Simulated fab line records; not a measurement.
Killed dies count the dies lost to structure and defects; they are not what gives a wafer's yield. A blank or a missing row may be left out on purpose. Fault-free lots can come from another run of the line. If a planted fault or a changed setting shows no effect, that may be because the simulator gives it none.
Chamber matching / flow nand harc / NHARC_P_BONDPAD_CMP_32 on cmp-01 has 4 sister chambers
The step polishes SiCN, target thk 200 nm. 4 wafers are shown with their chamber, then 10 later ones without.

== WAFERS, EACH WITH ITS CHAMBER ==
wafer=L082.2; chamber=3; motor current A (A)=12.5
wafer=L085.3; chamber=0; motor current A (A)=11.2
wafer=L086.3; chamber=1; motor current A (A)=12.0
wafer=L086.5; chamber=2; motor current A (A)=12.4

== WAFERS WITHOUT THEIR CHAMBER ==
wafer=L086.6; motor current A (A)=12.1
wafer=L090.1; motor current A (A)=12.4
wafer=L090.5; motor current A (A)=12.5
wafer=L090.6; motor current A (A)=12.4
wafer=L092.1; motor current A (A)=11.6
wafer=L092.2; motor current A (A)=11.7
wafer=L092.4; motor current A (A)=11.7
wafer=L095.1; motor current A (A)=12.1
wafer=L095.2; motor current A (A)=11.8
wafer=L095.5; motor current A (A)=12.4

== THE CHAMBER EACH PASSED THROUGH ==
wafer=L086.6; from the rows above=can't be placed: 1 or 2 or 3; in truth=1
wafer=L090.1; from the rows above=can't be placed: 2 or 3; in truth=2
wafer=L090.5; from the rows above=can't be placed: 3 or 2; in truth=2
wafer=L090.6; from the rows above=can't be placed: 2 or 3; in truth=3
wafer=L092.1; from the rows above=can't be placed: 0 or 1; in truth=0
wafer=L092.2; from the rows above=can't be placed: 1 or 0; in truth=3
wafer=L092.4; from the rows above=can't be placed: 1 or 0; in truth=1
wafer=L095.1; from the rows above=can't be placed: 1 or 2 or 3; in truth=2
wafer=L095.2; from the rows above=1; in truth=1
wafer=L095.5; from the rows above=can't be placed: 2 or 3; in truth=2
1 of 10 placed correctly. From these rows, 9 cannot be placed; in 8 the true chamber is one of the candidates. Placed wrongly: 0.
How it was worked out, from the rows above alone: a wafer's distance from a chamber is the root of the sum, over the readings, of the square of ((its reading less the chamber's mean) divided by the reading's scatter). The wafer belongs to the nearest chamber; if the next one is less than 2 further off, it can't be placed. Each chamber's mean is taken over the wafers shown for it. The scatter: with one shown wafer a chamber, the root of the mean of the squares of how far each hidden wafer lies from its nearest shown one.
